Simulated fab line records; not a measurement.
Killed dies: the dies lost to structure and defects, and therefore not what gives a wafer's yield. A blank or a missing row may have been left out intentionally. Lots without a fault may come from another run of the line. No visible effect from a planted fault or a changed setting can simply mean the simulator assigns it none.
Matching of chambers :: flow n5Finfet :: N5_BEOL_M3_CO_CAP_55 on cvdCo-01 has 3 sister chambers
The step material Co, precursor CCTBA/H2, target thk 2 nm, time 102.1 s. 6 wafers are shown with their chamber, then 12 later ones without.

## WAFERS WITH THEIR CHAMBER
wafer: L088.5
chamber: 2
heaterPowerW (W): 226

wafer: L090.3
chamber: 1
heaterPowerW (W): 230

wafer: L090.6
chamber: 1
heaterPowerW (W): 242

wafer: L091.1
chamber: 0
heaterPowerW (W): 223

wafer: L091.2
chamber: 2
heaterPowerW (W): 225

wafer: L091.3
chamber: 0
heaterPowerW (W): 231

## WAFERS MISSING THEIR CHAMBER
wafer: L091.4
heaterPowerW (W): 223

wafer: L091.5
heaterPowerW (W): 232

wafer: L091.6
heaterPowerW (W): 226

wafer: L092.2
heaterPowerW (W): 227

wafer: L092.4
heaterPowerW (W): 223

wafer: L092.6
heaterPowerW (W): 227

wafer: L093.2
heaterPowerW (W): 231

wafer: L093.5
heaterPowerW (W): 235

wafer: L093.6
heaterPowerW (W): 224

wafer: L096.2
heaterPowerW (W): 225

wafer: L096.3
heaterPowerW (W): 229

wafer: L096.4
heaterPowerW (W): 227

## WHICH CHAMBER EACH WENT THROUGH
wafer: L091.4
from the rows above: can't be placed: 2 or 0 or 1
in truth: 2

wafer: L091.5
from the rows above: can't be placed: 1 or 0 or 2
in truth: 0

wafer: L091.6
from the rows above: can't be placed: 2 or 0 or 1
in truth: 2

wafer: L092.2
from the rows above: can't be placed: 0 or 2 or 1
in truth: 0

wafer: L092.4
from the rows above: can't be placed: 2 or 0 or 1
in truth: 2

wafer: L092.6
from the rows above: can't be placed: 0 or 2 or 1
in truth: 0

wafer: L093.2
from the rows above: can't be placed: 0 or 1 or 2
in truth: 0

wafer: L093.5
from the rows above: can't be placed: 1 or 0 or 2
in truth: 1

wafer: L093.6
from the rows above: can't be placed: 2 or 0 or 1
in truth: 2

wafer: L096.2
from the rows above: can't be placed: 2 or 0 or 1
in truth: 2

wafer: L096.3
from the rows above: can't be placed: 0 or 2 or 1
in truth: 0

wafer: L096.4
from the rows above: can't be placed: 0 or 2 or 1
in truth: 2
Placed correctly: 0 of 12. Not placeable from these rows: 12 (in 12, the candidates include the true chamber). Placed wrongly: 0.
How it was worked out, from the rows above alone: a wafer's distance from a chamber is the root of the sum, over the readings, of the square of ((its reading less the chamber's mean) divided by the reading's scatter). The wafer belongs to the nearest chamber; if the next one is less than 2 further off, it can't be placed. Each chamber's mean is taken over the wafers shown for it. The scatter: the root of (the sum of the squares of (reading less its chamber's mean) over the shown wafers, divided by (wafers less chambers)).
